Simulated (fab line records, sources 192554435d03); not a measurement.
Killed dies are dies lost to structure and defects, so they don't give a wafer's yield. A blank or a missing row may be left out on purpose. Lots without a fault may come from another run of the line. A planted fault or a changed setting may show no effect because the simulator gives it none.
Chamber matching | flow n5_finfet | N5_BEOL_M14_DEP_53 on pecvd-02: 3 sister chambers
The step deposits SiCN from 3MS/NH3, target thk 50 nm, time 17.8 s. 6 wafers are shown with their chamber, then 10 later ones without.

WAFERS WITH THEIR CHAMBER
wafer  | chamber | throttle_valve_pct (%) | showerhead_plenum_p_Torr (Torr)
L083.5 | 1       | 18.9                   | 4.14
L084.4 | 2       | 17.2                   | 4.20
L084.5 | 0       | 19.1                   | 4.16
L084.6 | 1       | 19.0                   | 4.15
L082.1 | 0       | 19.4                   | 4.15
L082.4 | 2       | 17.1                   | 4.21

WAFERS WITHOUT THEIR CHAMBER
wafer  | throttle_valve_pct (%) | showerhead_plenum_p_Torr (Torr)
L082.6 | 19.2                   | 4.16
L088.1 | 19.1                   | 4.16
L088.2 | 17.5                   | 4.20
L088.4 | 17.2                   | 4.20
L094.2 | 17.3                   | 4.21
L094.4 | 18.9                   | 4.14
L094.5 | 17.5                   | 4.20
L095.2 | 17.6                   | 4.21
L095.3 | 19.3                   | 4.16
L095.4 | 19.0                   | 4.17

WHICH CHAMBER EACH WENT THROUGH
wafer  | from the rows above     | in truth
L082.6 | 0                       | 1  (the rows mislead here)
L088.1 | can't be placed: 0 or 1 | 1
L088.2 | 2                       | 2
L088.4 | 2                       | 2
L094.2 | 2                       | 2
L094.4 | 1                       | 1
L094.5 | 2                       | 2
L095.2 | 2                       | 2
L095.3 | 0                       | 0
L095.4 | can't be placed: 0 or 1 | 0
Placed correctly: 7 of 10. Can't be placed from these rows: 2 (the true chamber is among the candidates in 2). Placed wrongly: 1.
How it was worked out, from the rows above alone: a wafer's distance from a chamber is the root of the sum, over the readings, of the square of ((its reading less the chamber's mean) divided by the reading's scatter). The wafer belongs to the nearest chamber; if the next one is less than 2 further off, it can't be placed. A chamber's mean is the mean of its shown wafers. The scatter: the root of (the sum of the squares of (reading less its chamber's mean) over the shown wafers, divided by (wafers less chambers)).
